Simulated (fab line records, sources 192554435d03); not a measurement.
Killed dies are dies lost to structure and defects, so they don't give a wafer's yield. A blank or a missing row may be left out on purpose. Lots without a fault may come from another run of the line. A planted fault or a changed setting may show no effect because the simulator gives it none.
One fault seen from 2 desks | flow n5_finfet | each desk has only its own numbers; what lay behind them comes last

THE DEFECT DESK
What the inspections along the route counted, lot by lot: means of the sampled wafers that have a number. A lot is out of limits, marked OUT, if its mean lies more than 4 standard deviations from the usual mean; the brackets give that distance.
Columns: A = raw_defect_count at N5_BEOL_M12_INSPECT_12, usual 1.9
lot  | first seen here | A
L970 | day 10 17:50    | 1.7
L971 | day 11 00:29    | 2.7
L973 | day 11 23:41    | 2.3
L974 | day 12 07:53    | 1.3
L978 | day 12 13:51    | 1.0
L987 | day 14 11:35    | 4.0
L986 | day 14 14:22    | 3.7
L989 | day 14 20:30    | 0.7
L988 | day 15 18:45    | 0.7
L992 | day 16 15:13    | 3.3
This desk's finding: nothing out of limits on any of the 10 lots.

THE METROLOGY DESK
What the gauges read, lot by lot, whatever tool the lot ran on: means of the sampled wafers that have a number. A lot is out of limits, marked OUT, if its mean lies more than 4 standard deviations from the usual mean; the brackets give that distance.
Columns: A = M12_OVL at N5_BEOL_M12_OVL_MEAS_29, usual -2 nm
lot  | first seen here | A
L970 | day 10 18:43    | 0
L971 | day 11 01:33    | -4
L973 | day 12 00:46    | -7
L974 | day 12 08:55    | 45 (+10) OUT
L978 | day 12 15:04    | 47 (+10) OUT
L987 | day 14 12:35    | -6
L986 | day 14 15:16    | 3
L989 | day 14 22:22    | -6
L988 | day 15 19:38    | -4
L992 | day 16 16:14    | 3
This desk's finding: out of limits on L974, L978; first on L974, day 12 08:55 (M12_OVL at N5_BEOL_M12_OVL_MEAS_29). In limits: L970, L971, L973, L987, L986, L989, L988, L992.

PUT TOGETHER
The metrology desk could have raised an alarm at day 12 08:55, on L974, L978.
The defect desk saw nothing out of limits.
The defect desk has L974, L978 on record, within its limits.
Of the lots named, all ran N5_BEOL_M12_EXPOSE_25 on krf_scanner-01.

WHAT THE SIMULATOR HAD PUT IN
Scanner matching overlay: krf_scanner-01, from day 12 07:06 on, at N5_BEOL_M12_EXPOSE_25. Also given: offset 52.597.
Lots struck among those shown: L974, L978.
Hours from the fault's start to each desk's first reading out of limits: the metrology desk, 2.
